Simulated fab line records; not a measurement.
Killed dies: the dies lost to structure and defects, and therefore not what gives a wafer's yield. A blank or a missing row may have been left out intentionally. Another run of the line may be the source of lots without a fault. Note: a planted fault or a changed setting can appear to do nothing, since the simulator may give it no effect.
Which tool did it? | flow n5 finfet | 10 lots, 30 wafers sampled, at 5 steps of a route of 1938

WHAT THE GAUGES READ, wafer by wafer
N5_BEOL_M4_RC_MEAS_101.
lot  | measured     | on        | CJ_P
L867 | day 8 20:47  | prober-02 | 5.93 5.79 5.75
L868 | day 9 01:07  | prober-02 | 5.92 5.94 5.84
L870 | day 9 23:21  | prober-02 | 5.67 5.87 5.70
L874 | day 10 11:44 | prober-01 | 5.75 5.97 5.63
L875 | day 10 18:38 | prober-02 | 5.78 5.62 5.79
L881 | day 12 05:36 | prober-01 | 5.38 5.46 5.43
L882 | day 12 15:52 | prober-02 | 5.41 5.20 5.64
L883 | day 14 00:33 | prober-01 | 5.43 5.57 5.37
L887 | day 13 23:46 | prober-01 | 5.76 5.98 5.70
L888 | day 14 05:08 | prober-01 | 5.72 6.04 5.76

WHAT TOOL EACH LOT RAN ON (gives the tool, then ch and the chambers of the sampled wafers, and finally the start)
lot  | N5_ZERO_LAYER_ETCH_18           | N5_WELL_APT_IMPLANT_15         | N5_PMOS_HMC_CHANNEL_EPI_ETCH_38 | N5_PMOS_HMC_CHANNEL_EPI_CMP_21
L867 | rie si-04 ch 2,3, day 2 00:55   | implanter-01 ch 0, day 2 02:14 | rie si-01 ch 1,2,3, day 2 05:42 | cmp-04 ch 2,3, day 2 08:14
L868 | rie si-05 ch 1,2, day 2 06:47   | implanter-02 ch 0, day 2 07:55 | rie si-02 ch 0,2,3, day 2 12:02 | cmp-02 ch 1,2,3, day 2 14:35
L870 | rie si-05 ch 0,1,2, day 2 18:56 | implanter-02 ch 0, day 2 20:14 | rie si-02 ch 0,3, day 3 00:42   | cmp-02 ch 0,3, day 3 02:40
L874 | rie si-04 ch 0,2, day 3 18:55   | implanter-02 ch 0, day 3 20:07 | rie si-03 ch 2,3, day 4 00:14   | cmp-04 ch 1,3, day 4 01:53
L875 | rie si-05 ch 0,1, day 4 01:01   | implanter-02 ch 0, day 4 02:29 | rie si-01 ch 0,3, day 4 06:39   | cmp-01 ch 0,1,3, day 4 09:52
L881 | rie si-06 ch 1,2, day 5 12:55   | implanter-02 ch 0, day 5 14:37 | rie si-02 ch 0,2, day 5 18:40   | cmp-01 ch 2,3, day 5 20:11
L882 | rie si-06 ch 0,1,3, day 5 18:56 | implanter-02 ch 0, day 5 20:23 | rie si-02 ch 2,3, day 5 23:51   | cmp-01 ch 0,2,3, day 6 01:43
L883 | rie si-06 ch 0,3, day 6 00:50   | implanter-02 ch 0, day 6 03:19 | rie si-01 ch 1,2,3, day 6 08:00 | cmp-02 ch 0,2,3, day 6 09:31
L887 | rie si-06 ch 0,1,2, day 7 01:27 | implanter-01 ch 0, day 7 02:39 | rie si-03 ch 0,2,3, day 7 06:38 | cmp-02 ch 0,1,3, day 7 08:39
L888 | rie si-05 ch 0,1,3, day 7 06:49 | implanter-01 ch 0, day 7 08:01 | rie si-01 ch 0,1,2, day 7 12:23 | cmp-01 ch 1,2,3, day 7 13:58
- N5_ZERO_LAYER_ETCH_18: etches Si in HBr/Cl2, target depth 120 nm, time 40 s.
- N5_WELL_APT_IMPLANT_15
- N5_PMOS_HMC_CHANNEL_EPI_ETCH_38: etches SiO2 in CF4, target depth 1.5 nm.
- N5_PMOS_HMC_CHANNEL_EPI_CMP_21: polishes SiGe30, target thk 54 nm.

THE ANSWER, worked out from the rows above alone
Rule: the usual values come from the lots themselves. The widest of any qualifying gaps counts: lots, ordered by their means at a reading, are off when they make up no more than a third of the lots, leave a main group of 4 or more, and stand apart from it by 3 or more times the standard deviation of that group's means. A main group whose means are all the same, to the digits that the tables above print for the reading, isn't used. A lot without any number at a reading at which 4 lots or more have one is off too. The other lots that the step has rows for count as sound.
Off: L881, L882, L883, at N5_BEOL_M4_RC_MEAS_101 (CJ_P). Mean 5.81 and standard deviation 0.054 in the main group.
A tool fits if, at a process step before that reading, it ran every lot that is off, and no sound lot after the first of them. The gauges at N5_BEOL_M4_RC_MEAS_101 are tried like those tools. One fits: implanter-02 at N5_WELL_APT_IMPLANT_15. A fault onset in the window from L875 (day 4 02:29, its last sound lot) to L881 (day 5 14:37, its first lot off) fits.

WHAT THE SIMULATOR HAD PUT IN
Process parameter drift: implanter-02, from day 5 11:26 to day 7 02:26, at N5_WELL_APT_IMPLANT_15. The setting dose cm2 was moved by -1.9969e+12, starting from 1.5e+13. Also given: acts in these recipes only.
Lots struck among those shown: L881, L882, L883. This agrees with what the rule above found.
